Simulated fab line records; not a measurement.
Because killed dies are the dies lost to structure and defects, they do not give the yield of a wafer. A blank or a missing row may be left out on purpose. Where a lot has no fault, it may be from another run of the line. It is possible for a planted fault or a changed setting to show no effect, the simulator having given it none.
Chamber matching | flow n5_finfet | N5_BEOL_M15_DESCUM_33 on rie_diel-03: 4 sister chambers
The step chemistry O2, time 7.9 s. 18 wafers are shown with their chamber, then 9 later ones without.

## WAFERS, EACH WITH ITS CHAMBER
wafer  | chamber | drypump_motor_current_A (A) | throttle_valve_pct (%) | oes_product_au (a.u.)
L079.3 | 1       | 5.9                         | 20.20                  | 0.90
L079.4 | 3       | 6.4                         | 20.54                  | 0.69
L079.6 | 1       | 5.8                         | 20.20                  | 0.90
L080.1 | 3       | 6.4                         | 20.53                  | 0.68
L080.3 | 1       | 5.8                         | 20.20                  | 0.89
L080.4 | 0       | 5.2                         | 20.49                  | 0.76
L082.3 | 1       | 5.8                         | 20.22                  | 0.88
L082.4 | 1       | 5.8                         | 20.21                  | 0.87
L082.6 | 3       | 6.5                         | 20.55                  | 0.68
L078.1 | 0       | 5.3                         | 20.49                  | 0.76
L078.4 | 3       | 6.4                         | 20.56                  | 0.68
L078.5 | 3       | 6.4                         | 20.55                  | 0.67
L083.4 | 2       | 6.5                         | 20.37                  | 0.95
L083.5 | 0       | 5.2                         | 20.49                  | 0.75
L083.6 | 3       | 6.5                         | 20.55                  | 0.67
L084.2 | 0       | 5.2                         | 20.51                  | 0.75
L084.4 | 2       | 6.5                         | 20.35                  | 0.93
L084.6 | 1       | 5.8                         | 20.22                  | 0.87

SIGNATURES (means of the wafers above)
reading                 | chamber 0 | chamber 1 | chamber 2 | chamber 3 | scatter within a chamber
drypump_motor_current_A | 5.225     | 5.817     | 6.500     | 6.433     | 0.0456
throttle_valve_pct      | 20.4950   | 20.2083   | 20.3600   | 20.5467   | 0.0104
oes_product_au          | 0.7550    | 0.8850    | 0.9400    | 0.6783    | 0.0105
Rule: a wafer's distance from a chamber is the root of the sum, over the readings, of the square of ((its reading less the chamber's mean) divided by the reading's scatter). The wafer belongs to the nearest chamber; if the next one is less than 2 further off, it can't be placed. The scatter: the root of (the sum of the squares of (reading less its chamber's mean) over the shown wafers, divided by (wafers less chambers)).

## WAFERS WHOSE CHAMBER IS MISSING
wafer  | drypump_motor_current_A (A) | throttle_valve_pct (%) | oes_product_au (a.u.)
L085.1 | 5.8                         | 20.23                  | 0.87
L085.2 | 6.6                         | 20.37                  | 0.92
L085.6 | 6.6                         | 20.39                  | 0.92
L092.1 | 5.3                         | 20.55                  | 0.73
L092.3 | 6.4                         | 20.23                  | 0.90
L092.4 | 5.8                         | 20.26                  | 0.84
L094.2 | 6.6                         | 20.40                  | 0.87
L094.3 | 6.4                         | 20.23                  | 0.90
L094.5 | 5.3                         | 20.55                  | 0.73

## THE CHAMBER EACH PASSED THROUGH
wafer  | from the rows above     | in truth
L085.1 | 1                       | 1
L085.2 | 2                       | 2
L085.6 | 2                       | 2
L092.1 | 0                       | 0
L092.3 | can't be placed: 1 or 2 | 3
L092.4 | 1                       | 1
L094.2 | 2                       | 2
L094.3 | can't be placed: 1 or 2 | 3
L094.5 | 0                       | 0
Correctly placed: 7 of 9. From these rows, 2 cannot be placed; in 0 the true chamber is one of the candidates. Placed wrongly: 0.
